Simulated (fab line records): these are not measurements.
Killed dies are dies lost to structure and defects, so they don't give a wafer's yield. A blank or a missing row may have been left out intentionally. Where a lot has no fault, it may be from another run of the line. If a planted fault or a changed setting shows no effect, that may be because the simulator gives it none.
Split-lot study    flow n5Finfet    route with 1938 steps; 7 lots, 21 wafers read

== THE SPLIT ==
At N5_PASSIVATION_EXPOSE_07 (exposes mask TV, defocus 0 nm, target cd 3000 nm), the setting doseMj was moved away from the recipe's 22.75 on 7 of the 21 wafers read, by -6.6% to +7.0%. For the rest of the wafers, this setting stayed at what the recipe calls for.

== FROM THE SPLIT TO THE READING: what the file shows between them, 3 steps ==
- N5_PASSIVATION_PEB_08
- N5_PASSIVATION_DEVELOP_09: develop time 60 s
- N5_PASSIVATION_HARDBAKE_11: time 120 s

== THE READING ==
cdNm (nm) at N5_PASSIVATION_CD_MEAS_10, where the cd target is 3000 nm. Fault-free wafers of this fab line usually give 2998.3 nm, standard deviation 2.7 nm.

wafer   tool, chamber at the split  doseMj as run  against the recipe  cdNm, nm  against lot-mates on the recipe
L077.4  krfScanner-02, 0            22.75          recipe              2996.3    -
L077.5  krfScanner-02, 0            22.75          recipe              2996.7    -
L077.6  krfScanner-02, 0            22.75          recipe              2997.0    -
L084.1  krfScanner-02, 0            22.75          recipe              3003.2    -
L084.5  krfScanner-02, 0            22.75          recipe              2999.2    -
L084.6  krfScanner-02, 0            22.75          recipe              2998.3    -
L087.1  krfScanner-01, 0            22.75          recipe              2995.6    -
L087.3  krfScanner-01, 0            22.75          recipe              2994.8    -
L087.5  krfScanner-01, 0            23.43          +3.0%               3005.4    +10.2
L085.1  krfScanner-02, 0            24.34          +7.0%               3018.3    +20.5
L085.3  krfScanner-02, 0            22.75          recipe              2997.8    -
L085.6  krfScanner-02, 0            24.34          +7.0%               3013.6    +15.8
L091.1  krfScanner-02, 0            21.62          -5.0%               2986.4    -12.7
L091.2  krfScanner-02, 0            21.62          -5.0%               2988.8    -10.3
L091.4  krfScanner-02, 0            22.75          recipe              2999.1    -
L090.1  krfScanner-01, 0            22.75          recipe              2994.6    -
L090.2  krfScanner-01, 0            22.75          recipe              3005.1    -
L090.3  krfScanner-01, 0            21.24          -6.6%               2988.9    -10.9
L093.2  krfScanner-02, 0            24.28          +6.7%               3013.5    +15.4
L093.3  krfScanner-02, 0            22.75          recipe              2997.6    -
L093.4  krfScanner-02, 0            22.75          recipe              2998.7    -

THE FIT
A straight line over all 21 wafers: cdNm changes by +2.18 nm for each +1% of doseMj; r = +0.94; the points scatter about the line by 2.9 nm.
The same after taking each lot's own level away (the mean of its wafers on the recipe; 21 wafers): +2.33 nm for each +1%; r = +0.96; scatter 2.5 nm.
The reading moves by 16 nm for the largest change in doseMj, on that fit.
The lots' own levels span 2995.20 to 3000.23 nm, that is 1.9 times the standard deviation above.
Consequently the slope shifts little with the lot-to-lot level, the two slopes agreeing.
Check: +15.7 nm against its lot-mates is what the line predicts for one of the wafers moved furthest among these (+7.0%) when that wafer is left out of the fit. Against them it came out at +20.5 nm.

== OTHER SPLITS ON THESE WAFERS ==
Before the reading, these wafers also passed through other splits. Each is held against what the fit with the lots' levels taken away leaves over:
other split on the same wafers    wafers away from the commonest value  r with cdNm (lot level and that fit taken away)
N5_BEOL_M14_PEB_26 pebTempC       8                                     -0.41
N5_BEOL_M14_TRENCH_ETCH_34 biasW  5                                     -0.09

== FILE'S OWN FIT ==
cdNm changes by +2.27 nm for each +1% of doseMj, r = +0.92.
